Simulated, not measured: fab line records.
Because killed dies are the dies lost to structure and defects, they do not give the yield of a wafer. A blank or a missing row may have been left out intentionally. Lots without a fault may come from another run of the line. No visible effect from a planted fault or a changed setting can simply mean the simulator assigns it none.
Split-lot experiment || flow n5_finfet || route with 1938 steps; 7 lots, 39 wafers read

ON THE SPLIT
At N5_BEOL_M11_ILD_DEP_00 (deposits SiCOH lowk from DEMS/porogen, target thk 308.51 nm, time 58 s), the setting target_thk_a was moved away from the recipe's 3085.1 angstrom on 12 of the 39 wafers read, by -53.6% to +18.4%. All remaining wafers had this setting at the recipe value.

FROM THE SPLIT ON TO THE READING: in between, the file shows 1 step
- N5_BEOL_M11_CURE_71: cures SiCOH lowk, time 240 s

THE READING
M11_ILD_THK at N5_BEOL_M11_THK_MEAS_01, in nm. Fault-free wafers of this fab line usually give 268 nm, standard deviation 4.2 nm.

{"wafer": "L074.1", "tool, chamber at the split": "pecvd-02, 1", "target_thk_a as run, angstrom": 3085.1, "against the recipe": "recipe", "M11_ILD_THK, nm": 269, "against lot-mates on the recipe": "-"}
{"wafer": "L074.2", "tool, chamber at the split": "pecvd-02, 0", "target_thk_a as run, angstrom": 3085.1, "against the recipe": "recipe", "M11_ILD_THK, nm": 268, "against lot-mates on the recipe": "-"}
{"wafer": "L074.3", "tool, chamber at the split": "pecvd-02, 2", "target_thk_a as run, angstrom": 3085.1, "against the recipe": "recipe", "M11_ILD_THK, nm": 263, "against lot-mates on the recipe": "-"}
{"wafer": "L074.4", "tool, chamber at the split": "pecvd-02, 2", "target_thk_a as run, angstrom": 3652, "against the recipe": "+18.4%", "M11_ILD_THK, nm": 319, "against lot-mates on the recipe": "+52"}
{"wafer": "L074.5", "tool, chamber at the split": "pecvd-02, 0", "target_thk_a as run, angstrom": 3652, "against the recipe": "+18.4%", "M11_ILD_THK, nm": 326, "against lot-mates on the recipe": "+59"}
{"wafer": "L074.6", "tool, chamber at the split": "pecvd-02, 1", "target_thk_a as run, angstrom": 3652, "against the recipe": "+18.4%", "M11_ILD_THK, nm": 325, "against lot-mates on the recipe": "+58"}
{"wafer": "L082.1", "tool, chamber at the split": "pecvd-01, 1", "target_thk_a as run, angstrom": 3085.1, "against the recipe": "recipe", "M11_ILD_THK, nm": 267, "against lot-mates on the recipe": "-"}
{"wafer": "L082.2", "tool, chamber at the split": "pecvd-01, 2,0", "target_thk_a as run, angstrom": 3085.1, "against the recipe": "recipe", "M11_ILD_THK, nm": 266, "against lot-mates on the recipe": "-"}
{"wafer": "L082.3", "tool, chamber at the split": "pecvd-01, 2,0", "target_thk_a as run, angstrom": 3085.1, "against the recipe": "recipe", "M11_ILD_THK, nm": 266, "against lot-mates on the recipe": "-"}
{"wafer": "L082.4", "tool, chamber at the split": "pecvd-01, 2", "target_thk_a as run, angstrom": 3085.1, "against the recipe": "recipe", "M11_ILD_THK, nm": 268, "against lot-mates on the recipe": "-"}
{"wafer": "L082.5", "tool, chamber at the split": "pecvd-01, 1", "target_thk_a as run, angstrom": 3085.1, "against the recipe": "recipe", "M11_ILD_THK, nm": 272, "against lot-mates on the recipe": "-"}
{"wafer": "L082.6", "tool, chamber at the split": "pecvd-01, 0", "target_thk_a as run, angstrom": 3085.1, "against the recipe": "recipe", "M11_ILD_THK, nm": 270, "against lot-mates on the recipe": "-"}
{"wafer": "L081.2", "tool, chamber at the split": "pecvd-02, 1", "target_thk_a as run, angstrom": 3085.1, "against the recipe": "recipe", "M11_ILD_THK, nm": 264, "against lot-mates on the recipe": "-"}
{"wafer": "L081.4", "tool, chamber at the split": "pecvd-02, 0", "target_thk_a as run, angstrom": 3085.1, "against the recipe": "recipe", "M11_ILD_THK, nm": 269, "against lot-mates on the recipe": "-"}
{"wafer": "L081.5", "tool, chamber at the split": "pecvd-02, 1", "target_thk_a as run, angstrom": 3085.1, "against the recipe": "recipe", "M11_ILD_THK, nm": 268, "against lot-mates on the recipe": "-"}
{"wafer": "L078.1", "tool, chamber at the split": "pecvd-02, 2", "target_thk_a as run, angstrom": 1433, "against the recipe": "-53.6%", "M11_ILD_THK, nm": 123, "against lot-mates on the recipe": -148}
{"wafer": "L078.2", "tool, chamber at the split": "pecvd-02, 1", "target_thk_a as run, angstrom": 3085.1, "against the recipe": "recipe", "M11_ILD_THK, nm": 272, "against lot-mates on the recipe": "-"}
{"wafer": "L078.3", "tool, chamber at the split": "pecvd-02, 0", "target_thk_a as run, angstrom": 1433, "against the recipe": "-53.6%", "M11_ILD_THK, nm": 126, "against lot-mates on the recipe": -145}
{"wafer": "L078.4", "tool, chamber at the split": "pecvd-02, 1", "target_thk_a as run, angstrom": 3085.1, "against the recipe": "recipe", "M11_ILD_THK, nm": 274, "against lot-mates on the recipe": "-"}
{"wafer": "L078.5", "tool, chamber at the split": "pecvd-02, 2", "target_thk_a as run, angstrom": 3085.1, "against the recipe": "recipe", "M11_ILD_THK, nm": 267, "against lot-mates on the recipe": "-"}
{"wafer": "L078.6", "tool, chamber at the split": "pecvd-02, 0", "target_thk_a as run, angstrom": 1433, "against the recipe": "-53.6%", "M11_ILD_THK, nm": 126, "against lot-mates on the recipe": -145}
{"wafer": "L084.1", "tool, chamber at the split": "pecvd-04, 1", "target_thk_a as run, angstrom": 3085.1, "against the recipe": "recipe", "M11_ILD_THK, nm": 266, "against lot-mates on the recipe": "-"}
{"wafer": "L084.2", "tool, chamber at the split": "pecvd-04, 0", "target_thk_a as run, angstrom": 3085.1, "against the recipe": "recipe", "M11_ILD_THK, nm": 265, "against lot-mates on the recipe": "-"}
{"wafer": "L084.3", "tool, chamber at the split": "pecvd-04, 0", "target_thk_a as run, angstrom": 3085.1, "against the recipe": "recipe", "M11_ILD_THK, nm": 271, "against lot-mates on the recipe": "-"}
{"wafer": "L084.4", "tool, chamber at the split": "pecvd-04, 1", "target_thk_a as run, angstrom": 3085.1, "against the recipe": "recipe", "M11_ILD_THK, nm": 270, "against lot-mates on the recipe": "-"}
{"wafer": "L084.5", "tool, chamber at the split": "pecvd-04, 1", "target_thk_a as run, angstrom": 3085.1, "against the recipe": "recipe", "M11_ILD_THK, nm": 272, "against lot-mates on the recipe": "-"}
{"wafer": "L084.6", "tool, chamber at the split": "pecvd-04, 0", "target_thk_a as run, angstrom": 3085.1, "against the recipe": "recipe", "M11_ILD_THK, nm": 275, "against lot-mates on the recipe": "-"}
{"wafer": "L091.1", "tool, chamber at the split": "pecvd-04, 1", "target_thk_a as run, angstrom": 1609, "against the recipe": "-47.8%", "M11_ILD_THK, nm": 145, "against lot-mates on the recipe": -129}
{"wafer": "L091.2", "tool, chamber at the split": "pecvd-04, 2", "target_thk_a as run, angstrom": 3085.1, "against the recipe": "recipe", "M11_ILD_THK, nm": 270, "against lot-mates on the recipe": "-"}
{"wafer": "L091.3", "tool, chamber at the split": "pecvd-04, 0", "target_thk_a as run, angstrom": 1609, "against the recipe": "-47.8%", "M11_ILD_THK, nm": 142, "against lot-mates on the recipe": -132}
{"wafer": "L091.4", "tool, chamber at the split": "pecvd-04, 1", "target_thk_a as run, angstrom": 3085.1, "against the recipe": "recipe", "M11_ILD_THK, nm": 277, "against lot-mates on the recipe": "-"}
{"wafer": "L091.5", "tool, chamber at the split": "pecvd-04, 2", "target_thk_a as run, angstrom": 3085.1, "against the recipe": "recipe", "M11_ILD_THK, nm": 276, "against lot-mates on the recipe": "-"}
{"wafer": "L091.6", "tool, chamber at the split": "pecvd-04, 0", "target_thk_a as run, angstrom": 1609, "against the recipe": "-47.8%", "M11_ILD_THK, nm": 145, "against lot-mates on the recipe": -129}
{"wafer": "L093.1", "tool, chamber at the split": "pecvd-02, 2", "target_thk_a as run, angstrom": 3085.1, "against the recipe": "recipe", "M11_ILD_THK, nm": 264, "against lot-mates on the recipe": "-"}
{"wafer": "L093.2", "tool, chamber at the split": "pecvd-02, 0", "target_thk_a as run, angstrom": 1919, "against the recipe": "-37.8%", "M11_ILD_THK, nm": 163, "against lot-mates on the recipe": -101}
{"wafer": "L093.3", "tool, chamber at the split": "pecvd-02, 1", "target_thk_a as run, angstrom": 3085.1, "against the recipe": "recipe", "M11_ILD_THK, nm": 262, "against lot-mates on the recipe": "-"}
{"wafer": "L093.4", "tool, chamber at the split": "pecvd-02, 0", "target_thk_a as run, angstrom": 1919, "against the recipe": "-37.8%", "M11_ILD_THK, nm": 165, "against lot-mates on the recipe": -99}
{"wafer": "L093.5", "tool, chamber at the split": "pecvd-02, 1", "target_thk_a as run, angstrom": 3085.1, "against the recipe": "recipe", "M11_ILD_THK, nm": 267, "against lot-mates on the recipe": "-"}
{"wafer": "L093.6", "tool, chamber at the split": "pecvd-02, 2", "target_thk_a as run, angstrom": 1919, "against the recipe": "-37.8%", "M11_ILD_THK, nm": 164, "against lot-mates on the recipe": -100}
Where a row lists several chambers, the file gives one row for several wafers and doesn't say which wafer went through which chamber.

FIT RESULTS
A straight line over all 39 wafers: M11_ILD_THK changes by +2.7 nm for each +1% of target_thk_a; r = +1.00; the points scatter about the line by 4 nm.
The same after taking each lot's own level away (the mean of its wafers on the recipe; 39 wafers): +2.74 nm for each +1%; r = +1.00; scatter 3.2 nm.
According to that fit, moving target_thk_a by its largest amount changes the reading by 1.5e+02 nm.
The span of the lots' own levels, 264.3 to 274.3 nm, comes to 2.4 times the standard deviation stated above.
The two slopes agree, so the slope changes little with the lot-to-lot level.
Check: -146 nm against its lot-mates is what the line predicts for one of the wafers moved furthest among these (-53.6%) when that wafer is left out of the fit. It came out at -148 nm against them.

THESE WAFERS: OTHER SPLITS
Before the reading, these wafers also passed through other splits. Each is held against what the fit with the lots' levels taken away leaves over:
{"other split on the same wafers": "N5_BEOL_M0_SAQP_ETCH_84 time_s", "wafers away from the commonest value": 12, "r with M11_ILD_THK (lot level and that fit taken away)": -0.10}
{"other split on the same wafers": "N5_BEOL_M5_DEP_56 target_thk_a", "wafers away from the commonest value": 12, "r with M11_ILD_THK (lot level and that fit taken away)": "+0.10"}

THE WHOLE CHAIN: every reading that the file lists as answering this split, in the file's order
{"step": "N5_BEOL_M11_ILD_DEP_00", "what it does": "deposits SiCOH lowk from DEMS/porogen, target thk 308.51 nm, time 58 s", "reading": "SiCOH_lowk_of_BEOL_M11_ILD_DEP_00.thk_nm (the simulator's own value, which no gauge read)", "change (the file's fit)": "+3.11 nm for each +1% of the setting", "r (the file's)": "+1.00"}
{"step": "N5_BEOL_M11_CURE_71", "what it does": "cures SiCOH lowk, time 240 s", "reading": "SiCOH_lowk_of_BEOL_M11_ILD_DEP_00.thk_nm (the simulator's own value, which no gauge read)", "change (the file's fit)": "+2.73 nm for each +1% of the setting", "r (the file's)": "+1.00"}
{"step": "N5_BEOL_M11_THK_MEAS_01", "what it does": "", "reading": "M11_ILD_THK", "change (the file's fit)": "+2.73 for each +1% of the setting", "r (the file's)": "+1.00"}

FILE'S OWN FIT
M11_ILD_THK changes by +2.73 nm for each +1% of target_thk_a, r = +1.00.
